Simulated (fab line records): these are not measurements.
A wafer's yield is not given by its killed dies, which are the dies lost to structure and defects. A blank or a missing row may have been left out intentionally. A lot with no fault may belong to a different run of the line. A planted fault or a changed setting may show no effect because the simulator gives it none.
fab line records	flow n5Finfet
record lots=7	wafers=21
route steps=1938 shown BEOL_M6@1198 BEOL_M7@1266 BEOL_M8@1335 BEOL_M9@1431
startH: hours from the record's first day to the start of the lot's first wafer shown	waitH: hours elapsed since this lot's preceding step	" as in the row above	L1.1+2: a row that stands for several wafers	- no value present, or no start provided	* or withheld: withheld	< > ~ a bound
route shown NAME@n: names a module that has steps shown in the file, with the first one's number in the route	usual: average and standard deviation across the fault-free wafers	same: alike in all rows	chamber/n: place in a boat	sites: readings site by site	_std_site: standard deviation across them	_edge_site: inner sites' mean taken away from outer sites' mean	radiusMm: how far each site lies from the wafer's centre	mask NAME#n: copy n	behind: the tool/chamber that last shaped the wafer	hold: reason for holding the lot/hours on hold/outcome of the hold	device: names the non-switching transistor (n, p or np)	end of line: tests of these same wafers at the route's end	a step without rows: its recipe alone	killed: count of dies lost to structure and defects at first sort (not the wafer's yield)	map: shows each die of a wafer: x if killed, . if not, _ if none is there
set.NAME: the setting that was run; set.NAME@STEP: the one run at that earlier step	model.NAME: the simulator's own value behind a step, which no gauge read
lots whose settings were changed on purpose; a table a step, a row a wafer
## steps
# step N5_BEOL_M6_HM_DEP_02
# recipe material=TiN	targetThkA=200	tempC=25	chamberPressurePa=0.49996
lot.wafer	tool	chamber	startH	waitH	set.targetThkA	model.TiN_of_BEOL_M6_HM_DEP_02.thkNm
L074.2	pvdSputter-03	-	178.91	1.0	184.9	18.6
L074.4	"	-	"	"	200	20.2
L074.5	"	-	"	"	200	20.4
L079.1	pvdSputter-02	-	210.42	0.7	200	20
L079.2+6	"	-	"	"	200	19.8
L086.2+5	pvdSputter-03	-	259.88	0.1	200	19.6
L086.6	"	-	"	"	225.8	22.4
L088.2+6	pvdSputter-01	-	260.92	0.4	200	20.6
L088.4	"	-	"	"	200	20.2
L087.1+3	pvdSputter-03	-	270.31	0.4	200	20
L087.4	"	-	"	"	215.7	21.2
L090.3+6	pvdSputter-01	-	276.02	0.4	200	20
L090.5	"	-	"	"	200	20.4
L089.1	pvdSputter-01	-	278.04	1.1	178	18
L089.3	"	-	"	"	178	18.2
L089.5	"	-	"	"	200	20.6
# step N5_BEOL_M6_COAT_59
# recipe resist=SOC	tempC=250	timeS=60	spinRpm=1500	resistThkNm=100
# step N5_BEOL_M6_COAT_60
# recipe resist=SiARC	tempC=220	timeS=60	spinRpm=1500	resistThkNm=35
# step N5_BEOL_M6_STRIP_68
# recipe chemistry=N2/H2	tempC=40	n2FlowSccm=200	h2FlowSccm=200	rfFrequencyHz=6e+07
# step N5_BEOL_M6_STRIP_67
# recipe chemistry=CF4	resist=SiARC	powerW=300	biasPowerW=75	pressureMtorr=50	cf4FlowSccm=150	rfFrequencyHz=6e+07
# step N5_BEOL_M6_HM_OPEN_17
# recipe chemistry=Cl2/BCl3	targetDepthA=200	overetchA=60	target=TiN	maskMaterial=SOC	ionEnergyEv=150	pressureMtorr=10	icpW=1000	biasW=126	Cl2_flow_sccm=53.25	bcl3FlowSccm=21.75	Ar_flow_sccm=25
lot.wafer	tool	chamber	startH	waitH	set.targetThkA@BEOL_M6_HM_DEP_02	model.etch.depthNm
L074.2	rieMetal-02	1	179.78	0.0	184.9	18.6
L074.4	"	1	"	"	200	20.11
L074.5	"	0	"	"	200	20.32
L079.1	rieMetal-02	0	211.38	0.0	200	19.92
L079.2	"	1	"	"	200	19.86
L079.6	"	0	"	"	200	19.8
L086.2	rieMetal-02	0	260.62	0.0	200	19.69
L086.5	"	1	"	"	200	19.67
L086.6	"	0	"	"	225.8	22.33
L088.2	rieMetal-02	0	261.79	0.0	200	20.59
L088.4	"	0	"	"	200	20.2
L088.6	"	1	"	"	200	20.62
L087.1	rieMetal-02	0	271.41	0.1	200	19.9
L087.3	"	0	"	"	200	19.97
L087.4	"	1	"	"	215.7	21.25
L090.3	rieMetal-01	0	277.12	0.1	200	20.03
L090.5	"	0	"	"	200	20.36
L090.6	"	0	"	"	200	19.98
L089.1	rieMetal-01	0	278.90	0.0	178	18
L089.3	"	0	"	"	178	18.15
L089.5	"	0	"	"	200	20.6
# step N5_BEOL_M6_STRIP_19
# recipe chemistry=O2	powerW=400	tempC=40	pressureMtorr=30	rfFrequencyHz=6e+07	biasPowerW=0	overashFraction=0.2	o2FlowSccm=225
# step N5_BEOL_M6_STRIP_76
# recipe chemistry=C4F6/O2	resist=SiARC	rfFrequencyHz=6e+07
# step N5_BEOL_M6_STRIP_36
# recipe chemistry=N2/H2	powerW=450	tempC=40	pressureMtorr=20	rfFrequencyHz=6e+07	overashFraction=0.3	biasPowerW=7	h2Frac=0.5	n2FlowSccm=200	h2FlowSccm=200
# step N5_BEOL_M6_TRENCH_ETCH_37
# recipe chemistry=C4F6/O2	targetDepthA=944.35	target=SiCOH_lowk	timeS=31.5	ionEnergyEv=250	pressureMtorr=30	sourceW=345	biasW=185	Ar_flow_sccm=300	C4F6_flow_sccm=10	O2_flow_sccm=10
lot.wafer	tool	chamber	startH	waitH	set.targetThkA@BEOL_M6_HM_DEP_02	model.TiN_of_BEOL_M6_HM_DEP_02.thkNm
L074.2	rieDiel-01	2	-	-	184.9	16
L074.4	"	0	"	"	200	17.4
L074.5	"	2	"	"	200	17.8
L079.1+2	rieDiel-01	1,3	-	-	200	17.2
L079.6	"	0	"	"	200	17
L086.2+5	rieDiel-06	1,2	-	-	200	16.8
L086.6	"	1	"	"	225.8	19.6
L088.2	rieDiel-06	3	-	-	200	18
L088.4	"	2	"	"	200	17.4
L088.6	"	0	"	"	200	17.8
L087.1	rieDiel-06	1	-	-	200	17
L087.3	"	0	"	"	200	17.2
L087.4	"	2	"	"	215.7	18.4
L090.3+6	rieDiel-01	1	-	-	200	17.4
L090.5	"	2	"	"	200	17.8
L089.1	rieDiel-01	0	-	-	178	15.2
L089.3	"	1	"	"	178	15.4
L089.5	"	2	"	"	200	18
# step N5_BEOL_M7_PECVD_70
# recipe material=SiO2	targetThkA=200	tempC=400	precursor=TEOS/O2	pressureTorr=5.5	rfW=450	teosFlowSccm=53.8	gas=O2	flowSccm=3000	timeS=22.7
lot.wafer	tool	chamber	startH	waitH	set.tempC	model.SiO2_of_BEOL_M7_PECVD_70.thkNm
L074.2+5	pecvd-04	0,1	186.23	0.0	400	19.6
L074.4	"	2	"	"	389.2	21.4
L079.1+2	pecvd-02	0,1	219.23	0.0	400	20
L079.6	"	0	"	"	393.3	21
L086.2	pecvd-03	0	265.92	0.0	400	20.2
L086.5+6	"	1,0	"	"	400	20.6
L088.2	pecvd-03	1	266.40	0.0	400	20
L088.4	"	1	"	"	400	20.2
L088.6	"	2	"	"	400	20.4
L087.1+3+4	pecvd-03	2,0,1	278.85	0.0	400	20
L090.3	pecvd-04	0	283.67	0.0	400	20
L090.5+6	"	2,1	"	"	400	20.2
L089.1+5	pecvd-04	0,1	284.88	0.0	400	19.6
L089.3	"	2	"	"	400	19.4
# step N5_BEOL_M7_HM_DEP_02
# recipe material=TiN	targetThkA=200	tempC=25	chamberPressurePa=0.49996
# step N5_BEOL_M7_COAT_59
# recipe resist=SOC	tempC=250	timeS=60	spinRpm=1500	resistThkNm=100
# step N5_BEOL_M7_STRIP_80
# recipe chemistry=N2/H2	timeS=10	powerW=450	tempC=40	pressureMtorr=20	rfFrequencyHz=6e+07	biasPowerW=7	n2FlowSccm=200	h2FlowSccm=200
# step N5_BEOL_M7_HM_STRIP_39
# recipe chemistry=peroxideTinStrip	material=TiN	targetDepthA=250	tempC=50	timeS=158
lot.wafer	tool	chamber	startH	waitH	set.tempC@BEOL_M7_PECVD_70	model.SiO2_of_BEOL_M7_PECVD_70.thkNm
L074.2	wetBench-05	3	190.48	0.0	400	19.4
L074.4	"	7	"	"	389.2	21.2
L074.5	"	4	"	"	400	19.6
L079.1	wetBench-01	3	224.06	0.0	400	19.8
L079.2	"	6	"	"	400	20
L079.6	"	4	"	"	393.3	20.8
L086.2	wetBench-01	1	268.76	0.0	400	20.2
L086.5+6	"	6,2	"	"	400	20.4
L088.2+4	wetBench-05	4,1	275.30	0.0	400	20
L088.6	"	0	"	"	400	20.2
L087.1	wetBench-01	1	285.43	0.0	400	20
L087.3+4	"	6,7	"	"	400	19.8
L090.3	wetBench-05	0	290.42	0.0	400	19.8
L090.5+6	"	4,2	"	"	400	20
L089.1+3+5	wetBench-05	4,3,7	290.79	0.0	400	19.4
# step N5_BEOL_M8_PECVD_70
# recipe material=SiO2	targetThkA=200	tempC=400	precursor=TEOS/O2	pressureTorr=5.5	rfW=450	teosFlowSccm=53.8	gas=O2	flowSccm=3000	timeS=22.7
lot.wafer	tool	chamber	startH	waitH	set.tempC	model.SiO2_of_BEOL_M8_PECVD_70.thkNm
L074.2	pecvd-04	0	194.03	0.0	400	20.6
L074.4	"	2	"	"	400	20.4
L074.5	"	0	"	"	400	21
L079.1	pecvd-03	1	228.78	0.0	405.8	19.4
L079.2+6	"	2,1	"	"	400	20.4
L086.2	pecvd-01	2	271.97	0.0	400	20.4
L086.5	"	2	"	"	391.3	22
L086.6	"	0	"	"	391.3	21.6
L088.2	pecvd-03	1	279.03	0.0	400	19.8
L088.4+6	"	0,1	"	"	400	20.4
L087.1	pecvd-03	0	288.57	0.0	394.7	20.8
L087.3	"	2	"	"	400	19.8
L087.4	"	0	"	"	394.7	21.6
L090.3	pecvd-04	1	294.68	0.0	413.3	18.6
L090.5	"	1	"	"	400	20.2
L090.6	"	2	"	"	413.3	18.4
L089.1	pecvd-03	2	295.65	0.0	415.8	17.8
L089.3	"	1	"	"	400	20.2
L089.5	"	2	"	"	415.8	18.4
# step N5_BEOL_M8_EXPOSE_08
# recipe maskId=M8	na=1.35	sourceShape=dipole	sigmaInner=0.817	sigmaOuter=0.97	polarization=te	doseMj=68.25
lot.wafer	tool	chamber	startH	waitH	mask	set.doseMj
L074.2+4+5	arfiScanner-02	0	195.22	-	M8#0	68.25
L079.1+2	arfiScanner-02	0	230.84	-	M8#0	73.32
L079.6	"	0	"	"	M8#0	68.25
L086.2+5	arfiScanner-02	0	275.53	-	M8#0	68.25
L086.6	"	0	"	"	M8#0	69.76
L088.2+4+6	arfiScanner-02	0	281.13	-	M8#0	68.25
L087.1+3	arfiScanner-01	0	290.16	-	M8#0	68.25
L087.4	"	0	"	"	M8#0	72.11
L090.3+6	arfiScanner-02	0	295.15	-	M8#0	68.25
L090.5	"	0	"	"	M8#0	64.86
L089.1	arfiScanner-02	0	296.42	-	M8#0	70.64
L089.3+5	"	0	"	"	M8#0	68.25
# step N5_BEOL_M8_PEB_09
# recipe pebTempC=withheld	pebTimeS=60	resist=CAR-ArF
# step N5_BEOL_M8_DEVELOP_10
# recipe developTimeS=30	developer=TMAH	resist=CAR-ArF	rinseLiquid=diw	dry=airSpin	devTempC=23
# step N5_BEOL_M8_CD_MEAS_11
# recipe targetCdNm=38.5	landingEnergyEv=500	detector=seInlens	polarity=opening
# usual cdNm=38.6/0.78
lot.wafer	tool	chamber	startH	waitH	set.doseMj@BEOL_M8_EXPOSE_08	cdNm
L074.2	cdSem-02	0	195.34	-	68.25	37.9
L074.4	"	0	"	"	68.25	39.0
L074.5	"	0	"	"	68.25	39.2
L079.1	cdSem-03	0	230.97	-	73.32	42.5
L079.2	"	0	"	"	73.32	43.3
L079.6	"	0	"	"	68.25	38.6
L086.2	cdSem-01	0	275.65	-	68.25	37.3
L086.5	"	0	"	"	68.25	38.6
L086.6	"	0	"	"	69.76	38.4
L088.2	cdSem-02	0	281.25	-	68.25	38.1
L088.4	"	0	"	"	68.25	37.2
L088.6	"	0	"	"	68.25	37.3
L087.1	cdSem-02	0	290.29	-	68.25	38.8
L087.3	"	0	"	"	68.25	39.3
L087.4	"	0	"	"	72.11	42.0
L090.3	cdSem-03	0	295.27	-	68.25	38.5
L090.5	"	0	"	"	64.86	35.5
L090.6	"	0	"	"	68.25	38.2
L089.1	cdSem-02	0	296.55	-	70.64	40.9
L089.3	"	0	"	"	68.25	39.2
L089.5	"	0	"	"	68.25	39.1
# step N5_BEOL_M8_DESCUM_16
# recipe chemistry=O2	timeS=7.9	sourcePowerW=50	biasPowerW=20	pressureMtorr=20	rfFrequencyHz=2.712e+07	tempC=40	resist=CAR-ArF	o2FlowSccm=225
# step N5_BEOL_M8_ETCH_61
# recipe chemistry=CF4	target=SiARC	targetDepthA=455	maskMaterial=CAR-ArF	timeS=75.8	ionEnergyEv=80	pressureMtorr=40	sourceW=545	biasW=36	Ar_flow_sccm=100	cf4FlowSccm=100	ends=cleared
lot.wafer	tool	chamber	startH	waitH	set.doseMj@BEOL_M8_EXPOSE_08	model.BEOL_M8.cdOffsetNm
L074.2	rieDiel-06	3	195.50	0.0	68.25	-0.8
L074.4	"	3	"	"	68.25	0.6
L074.5	"	0	"	"	68.25	0.8
L079.1	rieDiel-01	2	231.21	0.0	73.32	3.6
L079.2	"	0	"	"	73.32	4.6
L079.6	"	3	"	"	68.25	0
L086.2	rieDiel-06	3	275.77	0.0	68.25	-1
L086.5	"	3	"	"	68.25	-0.6
L086.6	"	0	"	"	69.76	0
L088.2	rieDiel-01	1	281.51	0.0	68.25	-0.8
L088.4	"	3	"	"	68.25	-1.4
L088.6	"	3	"	"	68.25	-1
L087.1+3	rieDiel-06	2,3	290.41	0.0	68.25	0.2
L087.4	"	0	"	"	72.11	3.4
L090.3	rieDiel-01	2	296.18	0.0	68.25	0.2
L090.5	"	2	"	"	64.86	-3.2
L090.6	"	3	"	"	68.25	-0.8
L089.1	rieDiel-06	3	297.30	0.0	70.64	2.2
L089.3+5	"	0	"	"	68.25	0.6
# step N5_BEOL_M8_ETCH_62
# recipe chemistry=N2/H2	target=SOC	targetDepthA=1100	overetchA=220	maskMaterial=SiARC	tempC=40	timeS=165	ionEnergyEv=200	pressureMtorr=30	sourceW=840	biasW=150	n2FlowSccm=200	h2FlowSccm=200
lot.wafer	tool	chamber	startH	waitH	set.doseMj@BEOL_M8_EXPOSE_08	model.BEOL_M8.cdOffsetNm
L074.2	rieDiel-06	3	195.56	0.0	68.25	-0.8
L074.4	"	3	"	"	68.25	0.6
L074.5	"	0	"	"	68.25	0.2
L079.1	rieDiel-01	2	231.26	0.0	73.32	3.6
L079.2	"	0	"	"	73.32	4.8
L079.6	"	3	"	"	68.25	0.4
L086.2	rieDiel-06	3	275.83	0.0	68.25	-1.2
L086.5	"	3	"	"	68.25	-0.8
L086.6	"	0	"	"	69.76	-0.2
L088.2+4	rieDiel-01	1,3	281.57	0.0	68.25	-0.8
L088.6	"	3	"	"	68.25	-0.4
L087.1	rieDiel-06	2	290.47	0.0	68.25	0.6
L087.3	"	3	"	"	68.25	-0.2
L087.4	"	0	"	"	72.11	3.2
L090.3	rieDiel-01	2	296.24	0.0	68.25	0.4
L090.5	"	2	"	"	64.86	-3
L090.6	"	3	"	"	68.25	-0.6
L089.1	rieDiel-06	3	297.35	0.0	70.64	1.8
L089.3	"	0	"	"	68.25	0.2
L089.5	"	0	"	"	68.25	0.4
# step N5_BEOL_M8_STRIP_68
# recipe chemistry=N2/H2	tempC=40	n2FlowSccm=200	h2FlowSccm=200	rfFrequencyHz=6e+07
# step N5_BEOL_M8_STRIP_67
# recipe chemistry=CF4	resist=SiARC	powerW=300	biasPowerW=75	pressureMtorr=50	cf4FlowSccm=150	rfFrequencyHz=6e+07
# step N5_BEOL_M8_HM_OPEN_17
# recipe chemistry=Cl2/BCl3	targetDepthA=200	overetchA=60	target=TiN	maskMaterial=SOC	ionEnergyEv=150	pressureMtorr=10	icpW=1000	biasW=126	Cl2_flow_sccm=53.25	bcl3FlowSccm=21.75	Ar_flow_sccm=25
# step N5_BEOL_M8_STRIP_19
# recipe chemistry=O2	powerW=400	tempC=40	pressureMtorr=30	rfFrequencyHz=6e+07	biasPowerW=0	overashFraction=0.2	o2FlowSccm=225
# step N5_BEOL_M8_CD_MEAS_18
# recipe pitchNm=80	targetCdNm=40
# usual cdNm=40.1/0.79
lot.wafer	tool	chamber	startH	waitH	set.doseMj@BEOL_M8_EXPOSE_08	cdNm
L074.2	cdSem-02	-	195.93	0.1	68.25	39.5
L074.4	"	-	"	"	68.25	40.8
L074.5	"	-	"	"	68.25	40.1
L079.1	cdSem-03	-	231.76	0.0	73.32	43.5
L079.2	"	-	"	"	73.32	45.0
L079.6	"	-	"	"	68.25	40.3
L086.2	cdSem-03	-	276.20	0.1	68.25	39.0
L086.5	"	-	"	"	68.25	39.5
L086.6	"	-	"	"	69.76	39.7
L088.2	cdSem-03	-	281.94	0.1	68.25	39.3
L088.4	"	-	"	"	68.25	39.2
L088.6	"	-	"	"	68.25	39.4
L087.1	cdSem-01	-	290.86	0.1	68.25	40.6
L087.3	"	-	"	"	68.25	39.9
L087.4	"	-	"	"	72.11	43.2
L090.3	cdSem-03	-	296.62	0.1	68.25	40.5
L090.5	"	-	"	"	64.86	37.1
L090.6	"	-	"	"	68.25	39.7
L089.1	cdSem-02	-	297.86	0.0	70.64	41.8
L089.3	"	-	"	"	68.25	40.4
L089.5	"	-	"	"	68.25	40.3
# step N5_BEOL_M8_COAT_63
# recipe resist=SOC	tempC=250	timeS=60	spinRpm=1500	resistThkNm=60
# step N5_BEOL_M8_COAT_64
# recipe resist=SiARC	tempC=220	timeS=60	spinRpm=1500	resistThkNm=12
# step N5_BEOL_M8_STRIP_80
# recipe chemistry=N2/H2	timeS=10	powerW=450	tempC=40	pressureMtorr=20	rfFrequencyHz=6e+07	biasPowerW=7	n2FlowSccm=200	h2FlowSccm=200
# step N5_BEOL_M8_HM_STRIP_39
# recipe chemistry=peroxideTinStrip	material=TiN	targetDepthA=250	tempC=50	timeS=158
lot.wafer	tool	chamber	startH	waitH	set.tempC@BEOL_M8_PECVD_70	model.SiO2_of_BEOL_M8_PECVD_70.thkNm
L074.2	wetBench-06	3	198.00	0.0	400	20.4
L074.4	"	4	"	"	400	20.2
L074.5	"	7	"	"	400	20.8
L079.1	wetBench-06	7	235.19	0.0	405.8	19.2
L079.2+6	"	6,1	"	"	400	20.2
L086.2	wetBench-03	7	280.64	0.0	400	20.2
L086.5	"	0	"	"	391.3	21.8
L086.6	"	6	"	"	391.3	21.4
L088.2	wetBench-06	5	285.20	0.0	400	19.8
L088.4	"	4	"	"	400	20.4
L088.6	"	0	"	"	400	20.2
L087.1	wetBench-04	2	292.70	0.0	394.7	20.6
L087.3	"	3	"	"	400	19.6
L087.4	"	5	"	"	394.7	21.4
L090.3	wetBench-03	7	298.88	0.0	413.3	18.6
L090.5	"	3	"	"	400	20
L090.6	"	4	"	"	413.3	18.2
L089.1	wetBench-06	5	298.89	0.0	415.8	17.8
L089.3	"	4	"	"	400	20
L089.5	"	1	"	"	415.8	18.2
# step N5_BEOL_M8_SRD_40
# recipe timeS=30	tempC=23	rinseLiquid=diw	dry=ipaMarangoni
# step N5_BEOL_M8_PRECLEAN_42
# recipe chemistry=residueRemover	timeS=60	tempC=40
# step N5_BEOL_M8_SRD_43
# recipe timeS=30	tempC=23	rinseLiquid=diw	dry=ipaMarangoni
# step N5_BEOL_M8_CD_MEAS_35
# recipe targetCdNm=40	polarity=opening
# usual cdNm=40.1/0.78
lot.wafer	tool	chamber	startH	waitH	set.doseMj@BEOL_M8_EXPOSE_08	cdNm
L074.2	cdSem-02	-	198.13	0.0	68.25	39.2
L074.4	"	-	"	"	68.25	40.4
L074.5	"	-	"	"	68.25	40.4
L079.1	cdSem-03	-	235.31	0.0	73.32	44.1
L079.2	"	-	"	"	73.32	44.5
L079.6	"	-	"	"	68.25	41.1
L086.2	cdSem-02	-	280.76	0.0	68.25	39.0
L086.5	"	-	"	"	68.25	39.5
L086.6	"	-	"	"	69.76	40.1
L088.2	cdSem-03	-	285.33	0.0	68.25	39.1
L088.4	"	-	"	"	68.25	39.2
L088.6	"	-	"	"	68.25	39.6
L087.1	cdSem-01	-	292.82	0.0	68.25	40.7
L087.3	"	-	"	"	68.25	39.7
L087.4	"	-	"	"	72.11	43.0
L090.3	cdSem-01	-	299.01	0.0	68.25	40.5
L090.5	"	-	"	"	64.86	37.0
L090.6	"	-	"	"	68.25	39.7
L089.1	cdSem-03	-	299.01	0.0	70.64	41.6
L089.3	"	-	"	"	68.25	40.2
L089.5	"	-	"	"	68.25	40.0
# step N5_BEOL_M9_EXPOSE_25
# recipe maskId=V8	na=0.33	sourceShape=annular	sigmaInner=0.4	sigmaOuter=0.8	polarization=unpolarized	doseMj=37.25
lot.wafer	tool	chamber	startH	waitH	mask	set.doseMj
L074.2	euvScanner-01	0	204.60	-	V8#0	37.25
L074.4+5	"	0	"	"	V8#0	35.4
L079.1+2+6	euvScanner-02	0	244.20	-	V8#0	37.25
L086.2+5+6	euvScanner-02	0	288.70	-	V8#0	37.25
L088.2+4+6	euvScanner-02	0	291.83	-	V8#0	37.25
L087.1+3	euvScanner-01	0	300.24	-	V8#0	39.85
L087.4	"	0	"	"	V8#0	37.25
L090.3+5	euvScanner-01	0	304.39	-	V8#0	34.74
L090.6	"	0	"	"	V8#0	37.25
L089.1+3	euvScanner-01	0	308.12	-	V8#0	37.25
L089.5	"	0	"	"	V8#0	38.11
# step N5_BEOL_M9_PEB_26
# recipe pebTempC=100	pebTimeS=60	resist=CAR-EUV
# step N5_BEOL_M9_DEVELOP_27
# recipe developTimeS=30	developer=TMAH	resist=CAR-EUV	rinseLiquid=surfactantRinse	dry=airSpin	devTempC=23
# step N5_BEOL_M9_CD_MEAS_28
# recipe targetCdNm=70	landingEnergyEv=500	detector=seInlens	polarity=opening
# usual cdNm=69.95/0.29
lot.wafer	tool	chamber	startH	waitH	set.doseMj@BEOL_M9_EXPOSE_25	cdNm
L074.2	cdSem-03	0	204.73	-	37.25	69.97
L074.4	"	0	"	"	35.4	68.74
L074.5	"	0	"	"	35.4	68.83
L079.1	cdSem-02	0	244.33	-	37.25	70.35
L079.2	"	0	"	"	37.25	70.37
L079.6	"	0	"	"	37.25	70.04
L086.2	cdSem-02	0	288.82	-	37.25	69.66
L086.5	"	0	"	"	37.25	69.74
L086.6	"	0	"	"	37.25	69.65
L088.2	cdSem-03	0	291.95	-	37.25	69.57
L088.4	"	0	"	"	37.25	69.87
L088.6	"	0	"	"	37.25	69.94
L087.1	cdSem-01	0	300.37	-	39.85	72.16
L087.3	"	0	"	"	39.85	71.22
L087.4	"	0	"	"	37.25	69.92
L090.3	cdSem-03	0	304.50	-	34.74	68.11
L090.5	"	0	"	"	34.74	68.51
L090.6	"	0	"	"	37.25	70.03
L089.1	cdSem-02	0	308.25	-	37.25	69.50
L089.3	"	0	"	"	37.25	69.74
L089.5	"	0	"	"	38.11	70.41
## key
split step=N5_BEOL_M6_HM_DEP_02	setting=targetThkA	stated=200	by=wafer
response step=N5_BEOL_M6_HM_DEP_02	reading=model.TiN_of_BEOL_M6_HM_DEP_02.thkNm	change=+0.211	per=1%	r=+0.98
response step=N5_BEOL_M6_HM_OPEN_17	reading=model.etch.depthNm	change=+0.208	per=1%	r=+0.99
response step=N5_BEOL_M6_TRENCH_ETCH_37	reading=model.TiN_of_BEOL_M6_HM_DEP_02.thkNm	change=+0.217	per=1%	r=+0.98
split step=N5_BEOL_M7_PECVD_70	setting=tempC	stated=400	by=wafer
response step=N5_BEOL_M7_PECVD_70	reading=model.SiO2_of_BEOL_M7_PECVD_70.thkNm	change=-0.647	per=1%	r=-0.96
response step=N5_BEOL_M7_HM_STRIP_39	reading=model.SiO2_of_BEOL_M7_PECVD_70.thkNm	change=-0.604	per=1%	r=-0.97
split step=N5_BEOL_M8_PECVD_70	setting=tempC	stated=400	by=wafer
response step=N5_BEOL_M8_PECVD_70	reading=model.SiO2_of_BEOL_M8_PECVD_70.thkNm	change=-0.576	per=1%	r=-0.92
response step=N5_BEOL_M8_HM_STRIP_39	reading=model.SiO2_of_BEOL_M8_PECVD_70.thkNm	change=-0.555	per=1%	r=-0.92
split step=N5_BEOL_M8_EXPOSE_08	setting=doseMj	stated=68.25	by=wafer
response step=N5_BEOL_M8_CD_MEAS_11	reading=cdNm	change=+0.541	per=1%	r=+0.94
response step=N5_BEOL_M8_ETCH_61	reading=model.BEOL_M8.cdOffsetNm	change=+0.545	per=1%	r=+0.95
response step=N5_BEOL_M8_ETCH_62	reading=model.BEOL_M8.cdOffsetNm	change=+0.516	per=1%	r=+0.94
response step=N5_BEOL_M8_CD_MEAS_18	reading=cdNm	change=+0.523	per=1%	r=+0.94
response step=N5_BEOL_M8_CD_MEAS_35	reading=cdNm	change=+0.48	per=1%	r=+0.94
split step=N5_BEOL_M9_EXPOSE_25	setting=doseMj	stated=37.25	by=wafer
response step=N5_BEOL_M9_CD_MEAS_28	reading=cdNm	change=+0.255	per=1%	r=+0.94
